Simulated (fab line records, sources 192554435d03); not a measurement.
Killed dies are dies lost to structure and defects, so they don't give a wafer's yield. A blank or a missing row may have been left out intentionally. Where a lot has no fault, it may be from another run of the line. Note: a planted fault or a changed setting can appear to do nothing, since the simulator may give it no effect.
Chamber matching | flow n5Finfet | 4 sister chambers for N5_DUMMY_GATE_ALD_02 on aldSin-03
The step deposits SiO2, target thk 2 nm, pulse time 1 s. 8 wafers are shown with their chamber, then 9 later ones without.

WAFERS PAIRED WITH THEIR CHAMBERS
wafer  | chamber | heaterPowerW (W) | precursorPulseHeightRel
L080.4 | 3       | 400              | 0.998
L080.5 | 3       | 386              | 1.032
L081.2 | 0       | 558              | 0.991
L081.3 | 2       | 538              | 1.015
L081.5 | 1       | 431              | 1.001
L083.3 | 0       | 552              | 0.977
L083.4 | 1       | 429              | 0.995
L083.5 | 2       | 535              | 0.961

WAFERS MISSING THEIR CHAMBER
wafer  | heaterPowerW (W) | precursorPulseHeightRel
L084.1 | 403              | 0.978
L084.4 | 426              | 1.002
L084.6 | 534              | 1.001
L092.2 | 437              | 1.010
L092.4 | 524              | 0.973
L092.6 | 385              | 0.998
L097.1 | 564              | 0.970
L097.4 | 535              | 0.993
L097.5 | 534              | 1.010

THE CHAMBER EACH PASSED THROUGH
wafer  | from the rows above | in truth
L084.1 | 3                   | 3
L084.4 | 1                   | 1
L084.6 | 2                   | 2
L092.2 | 1                   | 1
L092.4 | 2                   | 2
L092.6 | 3                   | 3
L097.1 | 0                   | 0
L097.4 | 2                   | 2
L097.5 | 2                   | 2
Correctly placed: 9 of 9. From these rows, 0 cannot be placed. Placed wrongly: 0.
How it was worked out, from the rows above alone: a wafer's distance from a chamber is the root of the sum, over the readings, of the square of ((its reading less the chamber's mean) divided by the reading's scatter). If the next closest chamber is less than 2 further off than the closest, the wafer can't be placed; otherwise it belongs to the closest. Each chamber's mean is taken over the wafers shown for it. The scatter: the root of (the sum of the squares of (reading less its chamber's mean) over the shown wafers, divided by (wafers less chambers)).
